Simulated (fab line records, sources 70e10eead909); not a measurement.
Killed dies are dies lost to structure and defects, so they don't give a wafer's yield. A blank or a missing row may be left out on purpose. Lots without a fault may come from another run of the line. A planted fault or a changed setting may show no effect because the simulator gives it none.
Chamber matching | flow nand_harc | NHARC_A_STAIRCASE_ETCH_271 on rie_diel-11: 4 sister chambers
The step etches the open film in CF4/CHF3. 20 wafers are shown with their chamber, then 10 later ones without.

WAFERS WITH THEIR CHAMBER
wafer  | chamber | drypump_motor_current_A (A) | showerhead_plenum_p_Torr (Torr) | rf_vpp_V (V)
L074.1 | 2       | 6.2                         | 1.68                            | 373.7
L074.3 | 1       | 5.4                         | 1.69                            | 375.4
L074.6 | 3       | 6.0                         | 1.57                            | 370.6
L079.3 | 3       | 6.0                         | 1.57                            | 370.4
L079.5 | 2       | 6.1                         | 1.67                            | 374.5
L079.6 | 1       | 5.4                         | 1.69                            | 375.2
L082.2 | 2       | 6.1                         | 1.67                            | 374.2
L082.3 | 0       | 5.6                         | 1.64                            | 371.3
L082.5 | 3       | 6.0                         | 1.57                            | 369.2
L083.1 | 1       | 5.4                         | 1.68                            | 374.0
L083.2 | 3       | 6.0                         | 1.57                            | 371.2
L083.4 | 2       | 6.2                         | 1.67                            | 374.9
L085.3 | 2       | 6.2                         | 1.67                            | 375.6
L085.4 | 3       | 6.0                         | 1.57                            | 369.9
L085.5 | 3       | 6.0                         | 1.57                            | 369.3
L088.4 | 2       | 6.1                         | 1.67                            | 374.2
L088.5 | 0       | 5.6                         | 1.63                            | 373.1
L088.6 | 3       | 6.0                         | 1.56                            | 370.5
L089.2 | 3       | 6.1                         | 1.56                            | 370.6
L089.4 | 1       | 5.4                         | 1.68                            | 374.1

SIGNATURES (means of the wafers above)
reading                  | chamber 0 | chamber 1 | chamber 2 | chamber 3 | scatter within a chamber
drypump_motor_current_A  | 5.600     | 5.400     | 6.150     | 6.013     | 0.0385
showerhead_plenum_p_Torr | 1.6350    | 1.6850    | 1.6717    | 1.5675    | 0.00489
rf_vpp_V                 | 372.200   | 374.675   | 374.517   | 370.212   | 0.739
Rule: a wafer's distance from a chamber is the root of the sum, over the readings, of the square of ((its reading less the chamber's mean) divided by the reading's scatter). The wafer belongs to the nearest chamber; if the next one is less than 2 further off, it can't be placed. The scatter: the root of (the sum of the squares of (reading less its chamber's mean) over the shown wafers, divided by (wafers less chambers)).

WAFERS WITHOUT THEIR CHAMBER
wafer  | drypump_motor_current_A (A) | showerhead_plenum_p_Torr (Torr) | rf_vpp_V (V)
L089.5 | 6.1                         | 1.67                            | 374.4
L091.1 | 6.1                         | 1.56                            | 371.2
L091.2 | 6.1                         | 1.66                            | 373.3
L091.5 | 6.2                         | 1.66                            | 372.1
L096.1 | 5.5                         | 1.67                            | 373.2
L096.4 | 5.6                         | 1.63                            | 372.7
L096.6 | 6.0                         | 1.56                            | 371.2
L097.1 | 6.1                         | 1.66                            | 373.1
L097.3 | 6.1                         | 1.55                            | 369.9
L097.5 | 6.0                         | 1.55                            | 369.8

WHICH CHAMBER EACH WENT THROUGH
wafer  | from the rows above | in truth
L089.5 | 2                   | 2
L091.1 | 3                   | 3
L091.2 | 2                   | 2
L091.5 | 2                   | 2
L096.1 | 1                   | 1
L096.4 | 0                   | 0
L096.6 | 3                   | 3
L097.1 | 2                   | 2
L097.3 | 3                   | 3
L097.5 | 3                   | 3
Placed correctly: 10 of 10. Can't be placed from these rows: 0. Placed wrongly: 0.
